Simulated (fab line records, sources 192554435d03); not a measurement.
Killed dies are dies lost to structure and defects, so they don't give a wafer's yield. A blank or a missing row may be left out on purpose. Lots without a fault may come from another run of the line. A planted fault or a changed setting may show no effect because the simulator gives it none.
fab line records | flow n5_finfet | part 2 of 2: steps 20 to 28 of 28
record lots=5 wafers=15 last_day=19
route steps=1938 shown BEOL_M10@1472
lots that met no fault: from a run of the same line without faults
start_h: hours from the record's first day to the start of the lot's first wafer shown | wait_h: hours since the lot's step before | " the same as in the row above | L1.1+2: a row that stands for several wafers | - no value, or no start given | * or withheld: withheld | < > ~ a bound
route shown NAME@n: a module of which the file shows steps, and the number in the route of the first | usual: mean/standard deviation of fault-free wafers | same: alike in all rows | chamber/n: place in a boat | sites: the reading at each site | _std_site: their standard deviation | _edge_site: outer sites' mean less inner sites' | radius_mm: how far each site lies from the wafer's centre | mask NAME#n: copy n | behind: the tool/chamber that last shaped the wafer | hold: why the lot was held/for how many hours/how that ended | device: the transistor (n, p or np) that didn't switch | end of line: the same wafers' tests at the end of the route | a step without rows: its recipe alone | killed: dies lost to structure and defects at the first sort, not the wafer's yield | map: a wafer's dies, x killed, . not, _ none there
set.NAME: the setting as run; set.NAME@STEP: as run at that earlier step | model.NAME: the simulator's own value behind a step, which no gauge read
lots at some steps of the route; a table a step, a row a wafer
services: from which hour (start_h, from the record's first day; less than 0 if before it) a tool's chamber was out of use, for how many hours, and why
## steps
# step N5_BEOL_M10_HM_OPEN_17
# recipe chemistry=Cl2/BCl3 target_depth_a=200 overetch_a=60 target=TiN mask_material=SOC ion_energy_ev=150 pressure_mtorr=10 icp_w=1000 bias_w=126 Cl2_flow_sccm=53.25 bcl3_flow_sccm=21.75 Ar_flow_sccm=25
# usual drypump_motor_current_A=5.7/0.59 oes_product_au=0.70/0.085 throttle_valve_pct=22.13/0.22
# columns lot.wafer tool chamber start_h wait_h drypump_motor_current_A oes_product_au rf_hours_counter_h throttle_valve_pct
L086.2 rie_metal-03 1 327.56 0.1 5.1 0.63 62 21.99
L086.3 " 0 " " 5.3 0.77 - 22.18
L086.6 " 0 " " 5.3 0.77 - 22.17
L090.2 rie_metal-01 0 358.15 0.0 6.7 0.64 61 22.49
L090.4 " 1 " " 5.1 0.77 - 22.01
L090.5 " 1 " " 5.1 0.77 - 22.01
L088.1 rie_metal-02 0 358.41 0.0 5.7 0.68 30 21.86
L088.2 " 1 " " 5.9 0.84 1 22.15
L088.4 " 1 " " 5.9 0.83 - 22.15
L093.2 rie_metal-01 1 371.41 0.0 5.1 0.76 6 22.01
L093.4 " 0 " " 6.7 0.63 - 22.48
L093.6 " 1 " " 5.1 0.77 - 22.00
L096.1 rie_metal-01 1 389.31 0.0 5.1 0.76 7 22.02
L096.2 " 0 " " 6.7 0.61 64 22.48
L096.6 " 0 " " 6.7 0.63 - 22.50
# step N5_BEOL_M10_STRIP_19
# recipe chemistry=O2 power_w=400 temp_c=40 pressure_mtorr=30 rf_frequency_hz=6e+07 bias_power_w=0 overash_fraction=0.2 o2_flow_sccm=225
# usual drypump_motor_current_A=5.7/0.54 oes_product_au=0.77/0.075 rf_vpp_V=3.7/0.61 showerhead_plenum_p_Torr=2.06/0.06 throttle_valve_pct=16.65/0.21
# columns lot.wafer tool chamber start_h wait_h drypump_motor_current_A oes_product_au rf_hours_counter_h rf_vpp_V showerhead_plenum_p_Torr throttle_valve_pct
L086.2 rie_diel-04 0 327.92 0.3 4.9 0.77 147 3.7 2.02 16.82
L086.3 " 2 " " 6.8 0.96 5 3.6 2.04 16.63
L086.6 " 0 " " 4.9 0.76 - 3.0 2.02 16.83
L090.2 rie_diel-03 2 358.34 0.2 5.6 0.75 140 4.7 2.02 16.93
L090.4 " 1 " " 6.2 0.75 158 2.7 2.07 16.36
L090.5 " 1 " " 6.3 0.75 - 3.8 2.07 16.38
L088.1 rie_diel-03 1 358.52 0.1 6.3 0.74 158 3.8 2.07 16.37
L088.2 " 2 " " 5.6 0.77 140 3.8 2.02 16.94
L088.4 " 3 " " 5.6 0.74 156 2.5 2.00 16.54
L093.2 rie_diel-03 1 371.63 0.2 6.3 0.74 162 4.9 2.07 16.36
L093.4 " 0 " " 5.2 0.74 168 2.5 2.16 16.79
L093.6 " 2 " " 5.6 0.76 - 3.4 2.02 16.94
L096.1 rie_diel-03 3 389.50 0.2 5.7 0.72 168 3.5 2.00 16.58
L096.2 " 0 " " 5.2 0.72 175 4.2 2.16 16.80
L096.6 " 1 " " 6.3 0.73 - 3.4 2.07 16.38
# step N5_BEOL_M10_CD_MEAS_18
# recipe pitch_nm=140 target_cd_nm=70
# usual cd_nm=70.3/0.67
# columns lot.wafer tool chamber start_h wait_h cd_nm
L086.2 cd_sem-03 - 327.99 0.1 70.6
L086.3 " - " " 71.1
L086.6 " - " " 70.5
L090.2 cd_sem-02 - 358.41 0.1 69.7
L090.4 " - " " 70.9
L090.5 " - " " 70.9
L088.1 cd_sem-03 - 358.59 0.0 71.0
L088.2 " - " " 70.9
L088.4 " - " " 70.2
L093.2 cd_sem-02 - 371.70 0.1 71.5
L093.4 " - " " 70.7
L093.6 " - " " 70.2
L096.1 cd_sem-02 - 389.57 0.0 70.1
L096.2 " - " " 69.8
L096.6 " - " " 70.9
# step N5_BEOL_M10_COAT_63
# recipe resist=SOC temp_c=250 time_s=60 spin_rpm=1500 resist_thk_nm=100
# usual chill_plate_temp_C=22.99/0.1 exhaust_pa=45.0/0.85
# columns lot.wafer tool chamber start_h wait_h chill_plate_temp_C exhaust_pa
L086.2 litho_track-04 0 330.28 2.3 23.18 46.6
L086.3 " 0 " " 22.87 45.6
L086.6 " 0 " " 22.86 46.2
L088.1 litho_track-03 0 360.32 1.7 22.93 44.3
L088.2 " 0 " " 22.99 44.0
L088.4 " 0 " " 22.75 44.8
L090.2 litho_track-02 0 360.33 1.9 23.04 45.0
L090.4 " 0 " " 23.09 44.3
L090.5 " 0 " " 23.10 46.6
L093.2 litho_track-03 0 373.76 2.1 22.94 44.8
L093.4 " 0 " " 22.97 45.1
L093.6 " 0 " " 23.02 44.1
L096.1 litho_track-03 0 392.60 3.0 22.99 46.3
L096.2 " 0 " " 22.96 45.2
L096.6 " 0 " " 22.86 45.0
# step N5_BEOL_M10_COAT_64
# recipe resist=SiARC temp_c=220 time_s=60 spin_rpm=1500 resist_thk_nm=30
# usual chill_plate_temp_C=23.01/0.11 exhaust_pa=44.9/0.83
# columns lot.wafer tool chamber start_h wait_h chill_plate_temp_C exhaust_pa
L086.2 litho_track-04 0 - - 22.79 45.2
L086.3 " 0 " " 22.71 46.2
L086.6 " 0 " " 22.85 45.3
L088.1 litho_track-03 0 - - 23.12 44.9
L088.2 " 0 " " 23.00 43.5
L088.4 " 0 " " 23.07 44.1
L090.2 litho_track-02 0 - - 22.92 45.1
L090.4 " 0 " " 22.88 44.6
L090.5 " 0 " " 22.88 44.5
L093.2 litho_track-03 0 - - 23.09 46.1
L093.4 " 0 " " 23.09 45.2
L093.6 " 0 " " 23.00 46.2
L096.1 litho_track-03 0 - - 23.02 44.2
L096.2 " 0 " " 23.17 44.9
L096.6 " 0 " " 23.03 44.1
# step N5_BEOL_M10_COAT_22
# recipe resist=CAR-ArF spin_rpm=1500 resist_thk_nm=90
# usual chill_plate_temp_C=23.01/0.1 exhaust_pa=44.9/0.89
# columns lot.wafer tool chamber start_h wait_h chill_plate_temp_C exhaust_pa
L086.2 litho_track-04 0 - - 22.99 45.9
L086.3 " 0 " " 22.71 44.1
L086.6 " 0 " " 23.03 45.0
L088.1 litho_track-03 0 - - 23.09 44.5
L088.2 " 0 " " 22.81 43.7
L088.4 " 0 " " 22.99 45.4
L090.2 litho_track-02 0 - - 23.00 46.4
L090.4 " 0 " " 22.80 46.3
L090.5 " 0 " " 22.77 45.0
L093.2 litho_track-03 0 - - 22.91 45.8
L093.4 " 0 " " 23.05 45.9
L093.6 " 0 " " 23.03 45.0
L096.1 litho_track-03 0 - - 22.93 44.8
L096.2 " 0 " " 23.07 45.3
L096.6 " 0 " " 22.93 44.0
# step N5_BEOL_M10_EBR_24
# recipe solvent=PGMEA ebr_width_mm=1.5
# usual chill_plate_temp_C=23.01/0.1 exhaust_pa=44.8/0.82
# same ebr_width_mm=1.5
# columns lot.wafer tool chamber start_h wait_h chill_plate_temp_C exhaust_pa
L086.2 litho_track-04 0 - - 22.96 43.8
L086.3 " 0 " " 23.12 46.0
L086.6 " 0 " " 23.01 45.5
L088.1 litho_track-03 0 - - 22.86 45.4
L088.2 " 0 " " 23.03 43.9
L088.4 " 0 " " 23.01 44.8
L090.2 litho_track-02 0 - - 22.95 45.4
L090.4 " 0 " " 22.90 43.6
L090.5 " 0 " " 23.00 44.9
L093.2 litho_track-03 0 - - 23.01 45.2
L093.4 " 0 " " 23.16 45.6
L093.6 " 0 " " 22.91 45.9
L096.1 litho_track-03 0 - - 23.15 45.0
L096.2 " 0 " " 23.11 45.4
L096.6 " 0 " " 23.12 44.2
# step N5_BEOL_M10_SOFTBAKE_23
# recipe temp_c=110 time_s=60 resist=CAR-ArF
# usual chill_plate_temp_C=23.00/0.1 exhaust_pa=44.9/0.9
# columns lot.wafer tool chamber start_h wait_h chill_plate_temp_C exhaust_pa
L086.2 litho_track-04 0 - - 23.12 43.7
L086.3 " 0 " " 23.00 43.4
L086.6 " 0 " " 23.06 45.4
L088.1 litho_track-03 0 - - 22.93 44.4
L088.2 " 0 " " 22.96 43.6
L088.4 " 0 " " 23.02 43.3
L090.2 litho_track-02 0 - - 22.87 46.3
L090.4 " 0 " " 22.84 46.9
L090.5 " 0 " " 22.96 46.6
L093.2 litho_track-03 0 - - 23.29 44.0
L093.4 " 0 " " 23.03 45.5
L093.6 " 0 " " 23.03 45.0
L096.1 litho_track-03 0 - - 23.07 45.7
L096.2 " 0 " " 23.05 45.5
L096.6 " 0 " " 23.05 44.6
# step N5_BEOL_M10_EXPOSE_25
# recipe mask_id=V9 na=1.35 source_shape=annular sigma_inner=0.5 sigma_outer=0.8 polarization=unpolarized dose_mj=85.5
# same na=1.35
# columns lot.wafer tool chamber start_h wait_h mask
L086.2+3+6 arfi_scanner-02 0 330.40 - V9#0
L090.2+4+5 arfi_scanner-03 0 360.45 - V9#0
L088.1+2+4 arfi_scanner-02 0 360.65 - V9#0
L093.2+4+6 arfi_scanner-01 0 373.89 - V9#0
L096.1+2+6 arfi_scanner-02 0 392.88 - V9#0
## services
# columns tool chamber start_h hours kind
pecvd-04 - 305.66 14.0 repair
rie_diel-03 0 314.36 19.1 repair
arfi_scanner-01 - 316.60 1.3 pm
arfi_scanner-03 - 318.35 30.0 repair
rie_diel-03 1 319.35 9.5 repair
pecvd-02 1 324.87 29.1 repair
arfi_scanner-01 - 326.32 0.8 pm
arfi_scanner-02 - 327.28 0.8 pm
arfi_scanner-01 - 328.49 6.0 pm
rie_diel-06 0 335.30 4.4 repair
rie_diel-03 3 338.59 11.0 repair
arfi_scanner-01 - 339.15 0.4 repair
arfi_scanner-01 - 343.40 6.0 pm
arfi_scanner-02 - 350.43 1.0 pm
rie_diel-04 2 358.26 6.6 repair
pecvd-03 - 366.32 6.0 pm
arfi_scanner-03 - 374.01 12.3 repair
rie_diel-06 2 379.85 11.7 repair
rie_diel-03 2 380.00 12.7 repair
arfi_scanner-03 - 386.31 1.0 pm
rie_diel-06 0 386.76 22.5 repair
arfi_scanner-02 - 387.40 1.3 pm
arfi_scanner-03 - 389.88 1.3 pm
pecvd-03 - 390.43 2.8 pm
